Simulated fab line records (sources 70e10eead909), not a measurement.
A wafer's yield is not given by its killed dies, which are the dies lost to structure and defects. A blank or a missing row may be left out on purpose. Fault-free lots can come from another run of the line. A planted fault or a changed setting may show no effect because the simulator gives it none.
Check of tool commonality || flow nand-harc || Sample size 11 lots and 33 wafers

== REASON IT WAS OPENED ==
On 2 of the 11 lots, a flag is raised at NHARC_END_SORT_01 on the reading sort_bin_3_pct. Fault-free wafers read 0.6 %, with a standard deviation of 0.38.
Rule: a lot is flagged in two cases, either no wafer of it has a number, or all its wafers with numbers fall more than 4 standard deviations from that mean. All remaining lots are regarded as sound.

{"lot": "L282", "measured": "day 24 22:13", "on": "prober-02", "sort_bin_3_pct (%), wafer by wafer": "0.1 0.3 0", "flag": ""}
{"lot": "L285", "measured": "day 25 11:38", "on": "prober-01", "sort_bin_3_pct (%), wafer by wafer": "0.1 1.2 1.0", "flag": ""}
{"lot": "L286", "measured": "day 26 03:17", "on": "prober-01", "sort_bin_3_pct (%), wafer by wafer": "0.3 0.9 0.3", "flag": ""}
{"lot": "L288", "measured": "day 26 20:33", "on": "prober-02", "sort_bin_3_pct (%), wafer by wafer": "0.9 0.9 0.3", "flag": ""}
{"lot": "L291", "measured": "day 28 04:58", "on": "prober-01", "sort_bin_3_pct (%), wafer by wafer": "4.3 3.7 3.1", "flag": "FLAGGED"}
{"lot": "L294", "measured": "day 29 01:52", "on": "prober-01", "sort_bin_3_pct (%), wafer by wafer": "4.1 3.4 2.8", "flag": "FLAGGED"}
{"lot": "L301", "measured": "day 32 01:02", "on": "prober-01", "sort_bin_3_pct (%), wafer by wafer": "1.2 1.3 0.9", "flag": ""}
{"lot": "L300", "measured": "day 32 02:38", "on": "prober-02", "sort_bin_3_pct (%), wafer by wafer": "0.9 0.1 0.7", "flag": ""}
{"lot": "L303", "measured": "day 32 17:44", "on": "prober-01", "sort_bin_3_pct (%), wafer by wafer": "0.3 0.3 0.1", "flag": ""}
{"lot": "L302", "measured": "day 33 06:53", "on": "prober-02", "sort_bin_3_pct (%), wafer by wafer": "1.3 0.4 0.7", "flag": ""}
{"lot": "L304", "measured": "day 33 14:21", "on": "prober-01", "sort_bin_3_pct (%), wafer by wafer": "1.2 0.3 0.4", "flag": ""}
The mean of the flagged lots' numbers is 3.6 %, +3.0 % from the usual (+8 standard deviations).

== WHICH TOOL RAN EACH LOT ==
Before the reading, the record contains 4 process steps out of a 1302-step route. Read each cell as the tool, then ch plus the chambers that the sampled wafers visited, then the start.
{"lot": "L282", "flag": "", "NHARC_A_BONDPAD_PVD_27": "pvd-sputter-01, day 23 11:18", "NHARC_THIN_TSV_DEGAS_53": "pvd-sputter-02, day 24 09:11", "NHARC_THIN_TSV_DESCUM_35": "rie-diel-07 ch 0,1, day 24 10:22", "NHARC_THIN_TSV_ETCH_36": "rie-metal-03 ch 0,1, day 24 10:47"}
{"lot": "L285", "flag": "", "NHARC_A_BONDPAD_PVD_27": "pvd-sputter-01, day 24 06:32", "NHARC_THIN_TSV_DEGAS_53": "pvd-sputter-03, day 25 01:27", "NHARC_THIN_TSV_DESCUM_35": "rie-diel-07 ch 0,2, day 25 02:39", "NHARC_THIN_TSV_ETCH_36": "rie-metal-02 ch 0,1, day 25 03:02"}
{"lot": "L286", "flag": "", "NHARC_A_BONDPAD_PVD_27": "pvd-sputter-03, day 24 19:55", "NHARC_THIN_TSV_DEGAS_53": "pvd-sputter-02, day 25 13:02", "NHARC_THIN_TSV_DESCUM_35": "rie-diel-01 ch 0,2, day 25 14:20", "NHARC_THIN_TSV_ETCH_36": "rie-metal-01 ch 0,1, day 25 14:43"}
{"lot": "L288", "flag": "", "NHARC_A_BONDPAD_PVD_27": "pvd-sputter-03, day 25 10:19", "NHARC_THIN_TSV_DEGAS_53": "pvd-sputter-01, day 26 09:02", "NHARC_THIN_TSV_DESCUM_35": "rie-diel-07 ch 0,1,2, day 26 10:13", "NHARC_THIN_TSV_ETCH_36": "rie-metal-01 ch 0,1, day 26 10:35"}
{"lot": "L291", "flag": "FLAGGED", "NHARC_A_BONDPAD_PVD_27": "pvd-sputter-01, day 26 21:58", "NHARC_THIN_TSV_DEGAS_53": "pvd-sputter-01, day 27 16:15", "NHARC_THIN_TSV_DESCUM_35": "rie-diel-07 ch 0,1,3, day 27 17:32", "NHARC_THIN_TSV_ETCH_36": "rie-metal-02 ch 0,1, day 27 17:55"}
{"lot": "L294", "flag": "FLAGGED", "NHARC_A_BONDPAD_PVD_27": "pvd-sputter-01, day 27 18:13", "NHARC_THIN_TSV_DEGAS_53": "pvd-sputter-02, day 28 13:20", "NHARC_THIN_TSV_DESCUM_35": "rie-diel-07 ch 2,3, day 28 14:38", "NHARC_THIN_TSV_ETCH_36": "rie-metal-01 ch 0,1, day 28 15:02"}
{"lot": "L301", "flag": "", "NHARC_A_BONDPAD_PVD_27": "pvd-sputter-03, day 30 18:37", "NHARC_THIN_TSV_DEGAS_53": "pvd-sputter-01, day 31 14:42", "NHARC_THIN_TSV_DESCUM_35": "rie-diel-07 ch 0,1,3, day 31 16:01", "NHARC_THIN_TSV_ETCH_36": "rie-metal-03 ch 0,1, day 31 16:23"}
{"lot": "L300", "flag": "", "NHARC_A_BONDPAD_PVD_27": "pvd-sputter-03, day 30 20:34", "NHARC_THIN_TSV_DEGAS_53": "pvd-sputter-03, day 31 15:56", "NHARC_THIN_TSV_DESCUM_35": "rie-diel-07 ch 0,2,3, day 31 17:08", "NHARC_THIN_TSV_ETCH_36": "rie-metal-03 ch 0,1, day 31 17:30"}
{"lot": "L303", "flag": "", "NHARC_A_BONDPAD_PVD_27": "pvd-sputter-02, day 31 11:02", "NHARC_THIN_TSV_DEGAS_53": "pvd-sputter-03, day 32 07:28", "NHARC_THIN_TSV_DESCUM_35": "rie-diel-01 ch 0,1, day 32 08:46", "NHARC_THIN_TSV_ETCH_36": "rie-metal-02 ch 0,1, day 32 09:10"}
{"lot": "L302", "flag": "", "NHARC_A_BONDPAD_PVD_27": "pvd-sputter-03, day 31 14:21", "NHARC_THIN_TSV_DEGAS_53": "pvd-sputter-02, day 32 18:13", "NHARC_THIN_TSV_DESCUM_35": "rie-diel-01 ch 0,1,3, day 32 19:32", "NHARC_THIN_TSV_ETCH_36": "rie-metal-01 ch 0,1, day 32 19:55"}
{"lot": "L304", "flag": "", "NHARC_A_BONDPAD_PVD_27": "pvd-sputter-01, day 32 07:56", "NHARC_THIN_TSV_DEGAS_53": "pvd-sputter-01, day 33 02:36", "NHARC_THIN_TSV_DESCUM_35": "rie-diel-08 ch 0,2, day 33 03:55", "NHARC_THIN_TSV_ETCH_36": "rie-metal-03 ch 0,1, day 33 04:18"}
What these steps do:
- NHARC_A_BONDPAD_PVD_27: deposits Cu, target thk 30 nm, time 20.49 s.
- NHARC_THIN_TSV_DEGAS_53: time 60 s.
- NHARC_THIN_TSV_DESCUM_35: chemistry O2, time 3 s.
- NHARC_THIN_TSV_ETCH_36: etches the open film in Cl2/BCl3, target depth 65 nm, time 18.571 s.
- NHARC_END_SORT_01

== FLAGGED AGAINST TOTAL, ONE TOOL AT A TIME (gauges that did the reading follow at the end) ==
{"step": "NHARC_A_BONDPAD_PVD_27", "tool": "pvd-sputter-01", "lots run": 5, "flagged": 2, "share of the flagged lots": "all", "sound lots run after its first flagged lot": "1 (L304)"}
{"step": "NHARC_A_BONDPAD_PVD_27", "tool": "pvd-sputter-02", "lots run": 1, "flagged": 0, "share of the flagged lots": "none", "sound lots run after its first flagged lot": "-"}
{"step": "NHARC_A_BONDPAD_PVD_27", "tool": "pvd-sputter-03", "lots run": 5, "flagged": 0, "share of the flagged lots": "none", "sound lots run after its first flagged lot": "-"}
{"step": "NHARC_THIN_TSV_DEGAS_53", "tool": "pvd-sputter-01", "lots run": 4, "flagged": 1, "share of the flagged lots": "some", "sound lots run after its first flagged lot": "2 (L301,L304)"}
{"step": "NHARC_THIN_TSV_DEGAS_53", "tool": "pvd-sputter-02", "lots run": 4, "flagged": 1, "share of the flagged lots": "some", "sound lots run after its first flagged lot": "1 (L302)"}
{"step": "NHARC_THIN_TSV_DEGAS_53", "tool": "pvd-sputter-03", "lots run": 3, "flagged": 0, "share of the flagged lots": "none", "sound lots run after its first flagged lot": "-"}
{"step": "NHARC_THIN_TSV_DESCUM_35", "tool": "rie-diel-01", "lots run": 3, "flagged": 0, "share of the flagged lots": "none", "sound lots run after its first flagged lot": "-"}
{"step": "NHARC_THIN_TSV_DESCUM_35", "tool": "rie-diel-07", "lots run": 7, "flagged": 2, "share of the flagged lots": "all", "sound lots run after its first flagged lot": "2 (L301,L300)"}
{"step": "NHARC_THIN_TSV_DESCUM_35", "tool": "rie-diel-08", "lots run": 1, "flagged": 0, "share of the flagged lots": "none", "sound lots run after its first flagged lot": "-"}
{"step": "NHARC_THIN_TSV_ETCH_36", "tool": "rie-metal-01", "lots run": 4, "flagged": 1, "share of the flagged lots": "some", "sound lots run after its first flagged lot": "1 (L302)"}
{"step": "NHARC_THIN_TSV_ETCH_36", "tool": "rie-metal-02", "lots run": 3, "flagged": 1, "share of the flagged lots": "some", "sound lots run after its first flagged lot": "1 (L303)"}
{"step": "NHARC_THIN_TSV_ETCH_36", "tool": "rie-metal-03", "lots run": 4, "flagged": 0, "share of the flagged lots": "none", "sound lots run after its first flagged lot": "-"}
{"step": "NHARC_END_SORT_01", "tool": "prober-01", "lots run": 7, "flagged": 2, "share of the flagged lots": "all", "sound lots run after its first flagged lot": "3 (L301,L303,L304)"}
{"step": "NHARC_END_SORT_01", "tool": "prober-02", "lots run": 4, "flagged": 0, "share of the flagged lots": "none", "sound lots run after its first flagged lot": "-"}

== WHAT IS ALLOWED BY THE TABLE ==
3 rows of the table ran every flagged lot: pvd-sputter-01 at NHARC_A_BONDPAD_PVD_27, rie-diel-07 at NHARC_THIN_TSV_DESCUM_35, prober-01 at NHARC_END_SORT_01.
- pvd-sputter-01 at NHARC_A_BONDPAD_PVD_27: 2 of its 5 lots flagged. Sound lots followed the first flagged one (L304) on it, something a lasting fault affecting the whole tool could not allow.
- rie-diel-07 at NHARC_THIN_TSV_DESCUM_35: 2 of its 7 lots flagged. Sound lots followed the first flagged one (L301, L300) on it, something a lasting fault affecting the whole tool could not allow.
- prober-01 at NHARC_END_SORT_01: 2 of its 7 lots flagged. Sound lots followed the first flagged one (L301, L303, L304) on it, something a lasting fault affecting the whole tool could not allow.
Every row of the table either missed a flagged lot or ran a sound lot after the first.

== WHAT THE SIMULATOR HAD PUT IN ==
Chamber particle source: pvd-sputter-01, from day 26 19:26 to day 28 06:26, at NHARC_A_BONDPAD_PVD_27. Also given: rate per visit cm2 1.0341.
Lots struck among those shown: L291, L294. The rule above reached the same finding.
